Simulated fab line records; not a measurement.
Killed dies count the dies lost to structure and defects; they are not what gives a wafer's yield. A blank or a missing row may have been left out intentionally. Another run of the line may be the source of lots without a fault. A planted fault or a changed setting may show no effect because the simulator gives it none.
What tool caused it? :: flow nand harc :: 36 wafers from 12 lots sampled at 5 of the route's 1159 steps

WHAT THE GAUGES READ, wafer by wafer
NHARC_END_SORT_01.
lot: L569
measured: day 19 19:13
on: prober-02
killed at array: 31 25 25
killed at other: 0 0 0
killed at periphery: 3 1 4
killed dies: 34 26 29
killed open: 5 1 3
killed short: 3 1 1

lot: L576
measured: day 22 07:11
on: prober-01
killed at array: 11 12 18
killed at other: 3 4 0
killed at periphery: 4 5 6
killed dies: 18 21 24
killed open: 2 3 7
killed short: 2 3 2

WHAT TOOL EACH LOT RAN ON (gives the tool, then ch and the chambers of the sampled wafers, and finally the start)
lot: L566
NHARC_A_CONTACT_ETCH_50: rie diel-11 ch 0,1,2, day 15 20:57 or earlier
NHARC_A_CONTACT_ETCH_113: har cap etch-01 ch 0,1, day 15 20:57
NHARC_A_CONTACT_ETCH_117: har cap etch-01 ch 0,1, day 15 21:19
NHARC_A_CONTACT_ETCH_90: rie diel-05 ch 1,2,3, day 15 22:27

lot: L567
NHARC_A_CONTACT_ETCH_50: rie diel-05 ch 0,2,3, day 16 09:35 or earlier
NHARC_A_CONTACT_ETCH_113: har cap etch-01 ch 0,1, day 16 09:35
NHARC_A_CONTACT_ETCH_117: har cap etch-01 ch 0,1, day 16 09:56
NHARC_A_CONTACT_ETCH_90: rie diel-08 ch 1,2,3, day 16 11:05

lot: L568
NHARC_A_CONTACT_ETCH_50: rie diel-08 ch 0,1,2, day 16 15:14 or earlier
NHARC_A_CONTACT_ETCH_113: har cap etch-03 ch 0,1, day 16 15:14
NHARC_A_CONTACT_ETCH_117: har cap etch-03 ch 0,1, day 16 15:37
NHARC_A_CONTACT_ETCH_90: rie diel-08 ch 0,1,3, day 16 16:46

lot: L569
NHARC_A_CONTACT_ETCH_50: rie diel-05 ch 0,1, day 16 15:28 or earlier
NHARC_A_CONTACT_ETCH_113: har cap etch-01 ch 0,1, day 16 15:28
NHARC_A_CONTACT_ETCH_117: har cap etch-01 ch 0,1, day 16 15:50
NHARC_A_CONTACT_ETCH_90: rie diel-08 ch 1,2,3, day 16 17:01

lot: L574
NHARC_A_CONTACT_ETCH_50: rie diel-05 ch 0,1,2, day 18 19:17 or earlier
NHARC_A_CONTACT_ETCH_113: har cap etch-03 ch 0,1, day 18 19:17
NHARC_A_CONTACT_ETCH_117: har cap etch-03 ch 0,1, day 18 19:38
NHARC_A_CONTACT_ETCH_90: rie diel-05 ch 0,1,2, day 18 20:47

lot: L575
NHARC_A_CONTACT_ETCH_50: rie diel-08 ch 0,1,2, day 18 19:51 or earlier
NHARC_A_CONTACT_ETCH_113: har cap etch-01 ch 0,1, day 18 19:51
NHARC_A_CONTACT_ETCH_117: har cap etch-01 ch 0,1, day 18 20:13
NHARC_A_CONTACT_ETCH_90: rie diel-08 ch 1,2,3, day 18 21:23

lot: L576
NHARC_A_CONTACT_ETCH_50: rie diel-05 ch 0,1,2, day 19 06:34 or earlier
NHARC_A_CONTACT_ETCH_113: har cap etch-02 ch 1, day 19 06:34
NHARC_A_CONTACT_ETCH_117: har cap etch-02 ch 1, day 19 06:56
NHARC_A_CONTACT_ETCH_90: rie diel-05 ch 1,2,3, day 19 08:05

lot: L577
NHARC_A_CONTACT_ETCH_50: rie diel-05 ch 0,2, day 19 10:34 or earlier
NHARC_A_CONTACT_ETCH_113: har cap etch-01 ch 1, day 19 10:34
NHARC_A_CONTACT_ETCH_117: har cap etch-01 ch 1, day 19 10:55
NHARC_A_CONTACT_ETCH_90: rie diel-05 ch 0,1, day 19 12:03

lot: L588
NHARC_A_CONTACT_ETCH_50: rie diel-08 ch 0,1,2, day 21 18:50 or earlier
NHARC_A_CONTACT_ETCH_113: har cap etch-01 ch 0,1, day 21 18:50
NHARC_A_CONTACT_ETCH_117: har cap etch-01 ch 0,1, day 21 19:20
NHARC_A_CONTACT_ETCH_90: rie diel-05 ch 0,1,2, day 21 20:46

lot: L583
NHARC_A_CONTACT_ETCH_50: rie diel-05 ch 0,2, day 21 19:08 or earlier
NHARC_A_CONTACT_ETCH_113: har cap etch-03 ch 0,1, day 21 19:08
NHARC_A_CONTACT_ETCH_117: har cap etch-03 ch 0,1, day 21 19:29
NHARC_A_CONTACT_ETCH_90: rie diel-08 ch 0,2,3, day 21 20:37

lot: L589
NHARC_A_CONTACT_ETCH_50: rie diel-05 ch 0,2, day 21 22:58 or earlier
NHARC_A_CONTACT_ETCH_113: har cap etch-03 ch 0,1, day 21 22:58
NHARC_A_CONTACT_ETCH_117: har cap etch-03 ch 0,1, day 21 23:19
NHARC_A_CONTACT_ETCH_90: rie diel-05 ch 0,1,2, day 22 00:29

lot: L587
NHARC_A_CONTACT_ETCH_50: rie diel-11 ch 0,2,3, day 22 05:34 or earlier
NHARC_A_CONTACT_ETCH_113: har cap etch-01 ch 0,1, day 22 05:34
NHARC_A_CONTACT_ETCH_117: har cap etch-01 ch 0,1, day 22 06:03
NHARC_A_CONTACT_ETCH_90: rie diel-05 ch 0,1, day 22 07:28
- NHARC_A_CONTACT_ETCH_50: etches the open film in CF4/CHF3, target depth 84.7 nm, time 42.4 s.
- NHARC_A_CONTACT_ETCH_113: etches the open film in C4F8/O2/Ar, time 94 s, target depth 922 nm.
- NHARC_A_CONTACT_ETCH_117: etches the open film in C4F8/O2/Ar, time 94 s, target depth 922 nm.
- NHARC_A_CONTACT_ETCH_90: etches the open film in CH3F/O2, target depth 40 nm, time 85.7 s.

WHAT THE TOOLS THEMSELVES READ (means of the sampled wafers that have a number; where no wafer has one, the mark that the record gives instead)
NHARC_A_CONTACT_ETCH_50.
lot: L566
tool: rie diel-11
cf4 flow sccm (sccm): 100.05
drypump motor current A (A): 6.0
oes product au (a.u.): 0.928
rf vpp V (V): 371.2
showerhead plenum p Torr (Torr): 1.59
throttle valve pct (%): 16.804

lot: L567
tool: rie diel-05
cf4 flow sccm (sccm): 100.11
drypump motor current A (A): 6.1
oes product au (a.u.): 0.972
rf vpp V (V): 372.3
showerhead plenum p Torr (Torr): 1.64
throttle valve pct (%): 16.803

lot: L568
tool: rie diel-08
cf4 flow sccm (sccm): 99.82
drypump motor current A (A): 5.7
oes product au (a.u.): 0.929
rf vpp V (V): 371.2
showerhead plenum p Torr (Torr): 1.59
throttle valve pct (%): 16.795

lot: L569
tool: rie diel-05
cf4 flow sccm (sccm): 99.91
drypump motor current A (A): 5.7
oes product au (a.u.): 0.929
rf vpp V (V): 373.1
showerhead plenum p Torr (Torr): 1.65
throttle valve pct (%): 16.797

lot: L574
tool: rie diel-05
cf4 flow sccm (sccm): 99.97
drypump motor current A (A): 5.9
oes product au (a.u.): 0.968
rf vpp V (V): 372.6
showerhead plenum p Torr (Torr): 1.64
throttle valve pct (%): 16.796

lot: L575
tool: rie diel-08
cf4 flow sccm (sccm): 100.02
drypump motor current A (A): 5.7
oes product au (a.u.): 0.928
rf vpp V (V): 371.0
showerhead plenum p Torr (Torr): 1.59
throttle valve pct (%): 16.815

lot: L576
tool: rie diel-05
cf4 flow sccm (sccm): 100.29
drypump motor current A (A): 5.9
oes product au (a.u.): 0.963
rf vpp V (V): 371.7
showerhead plenum p Torr (Torr): 1.63
throttle valve pct (%): 16.806

lot: L577
tool: rie diel-05
cf4 flow sccm (sccm): 99.89
drypump motor current A (A): 6.3
oes product au (a.u.): 0.973
rf vpp V (V): 372.5
showerhead plenum p Torr (Torr): 1.63
throttle valve pct (%): 16.800

lot: L588
tool: rie diel-08
cf4 flow sccm (sccm): 100.00
drypump motor current A (A): 5.7
oes product au (a.u.): 0.937
rf vpp V (V): 373.8
showerhead plenum p Torr (Torr): 1.66
throttle valve pct (%): 16.809

lot: L583
tool: rie diel-05
cf4 flow sccm (sccm): 99.97
drypump motor current A (A): 6.2
oes product au (a.u.): 0.936
rf vpp V (V): 372.4
showerhead plenum p Torr (Torr): 1.62
throttle valve pct (%): 16.811

lot: L589
tool: rie diel-05
cf4 flow sccm (sccm): 100.01
drypump motor current A (A): 6.3
oes product au (a.u.): 0.961
rf vpp V (V): 372.6
showerhead plenum p Torr (Torr): 1.62
throttle valve pct (%): 16.805

lot: L587
tool: rie diel-11
cf4 flow sccm (sccm): 99.98
drypump motor current A (A): 6.1
oes product au (a.u.): 0.927
rf vpp V (V): 370.1
showerhead plenum p Torr (Torr): 1.53
throttle valve pct (%): 16.806

NHARC_A_CONTACT_ETCH_90.
lot: L566
tool: rie diel-05
drypump motor current A (A): 5.8
oes product au (a.u.): 1.00
rf vpp V (V): 245.9
showerhead plenum p Torr (Torr): 2.57
throttle valve pct (%): 20.659

lot: L567
tool: rie diel-08
drypump motor current A (A): 5.5
oes product au (a.u.): 0.99
rf vpp V (V): 242.9
showerhead plenum p Torr (Torr): 2.43
throttle valve pct (%): 20.659

lot: L568
tool: rie diel-08
drypump motor current A (A): 5.7
oes product au (a.u.): 0.92
rf vpp V (V): 242.6
showerhead plenum p Torr (Torr): 2.40
throttle valve pct (%): 20.665

lot: L569
tool: rie diel-08
drypump motor current A (A): 5.4
oes product au (a.u.): 0.93
rf vpp V (V): 243.8
showerhead plenum p Torr (Torr): 2.42
throttle valve pct (%): 20.665

lot: L574
tool: rie diel-05
drypump motor current A (A): 5.9
oes product au (a.u.): 0.81
rf vpp V (V): 245.1
showerhead plenum p Torr (Torr): 2.56
throttle valve pct (%): 20.655

lot: L575
tool: rie diel-08
drypump motor current A (A): 5.5
oes product au (a.u.): 0.92
rf vpp V (V): 243.5
showerhead plenum p Torr (Torr): 2.42
throttle valve pct (%): 20.664

lot: L576
tool: rie diel-05
drypump motor current A (A): 5.8
oes product au (a.u.): 0.89
rf vpp V (V): 246.3
showerhead plenum p Torr (Torr): 2.57
throttle valve pct (%): 20.656

lot: L577
tool: rie diel-05
drypump motor current A (A): 5.6
oes product au (a.u.): 0.81
rf vpp V (V): 245.7
showerhead plenum p Torr (Torr): 2.57
throttle valve pct (%): 20.662

lot: L588
tool: rie diel-05
drypump motor current A (A): 6.0
oes product au (a.u.): 1.01
rf vpp V (V): 246.0
showerhead plenum p Torr (Torr): 2.55
throttle valve pct (%): 20.657

lot: L583
tool: rie diel-08
drypump motor current A (A): 5.7
oes product au (a.u.): 1.00
rf vpp V (V): 244.1
showerhead plenum p Torr (Torr): 2.49
throttle valve pct (%): 20.666

lot: L589
tool: rie diel-05
drypump motor current A (A): 5.9
oes product au (a.u.): 0.92
rf vpp V (V): 246.3
showerhead plenum p Torr (Torr): 2.55
throttle valve pct (%): 20.660

lot: L587
tool: rie diel-05
drypump motor current A (A): 6.0
oes product au (a.u.): 1.00
rf vpp V (V): 245.3
showerhead plenum p Torr (Torr): 2.56
throttle valve pct (%): 20.662

THE ANSWER, worked out from the rows above alone
Rule: usual is defined by the lots themselves. Put in order of their means at a reading, lots are off if they are a third of the lots or fewer, leave a main group of 4 or more, and stand apart from it by a gap of 3 or more times the standard deviation of the main group's means; of several such gaps the widest counts. Not used: any main group whose means are identical at the precision the tables above print for the reading. Also off: a lot with no number at a reading for which 4 or more lots have one. Any other lot the step has rows for is counted as sound. First the gauges in route order, then the tools' own readings, where a lot's mean is used as printed above. At the first step where some lot is off, the reading lying furthest off is the one used; lots without a number count as furthest.
Across all readings shown, no lot is off: no conclusion can be drawn from this.

WHAT THE SIMULATOR HAD PUT IN
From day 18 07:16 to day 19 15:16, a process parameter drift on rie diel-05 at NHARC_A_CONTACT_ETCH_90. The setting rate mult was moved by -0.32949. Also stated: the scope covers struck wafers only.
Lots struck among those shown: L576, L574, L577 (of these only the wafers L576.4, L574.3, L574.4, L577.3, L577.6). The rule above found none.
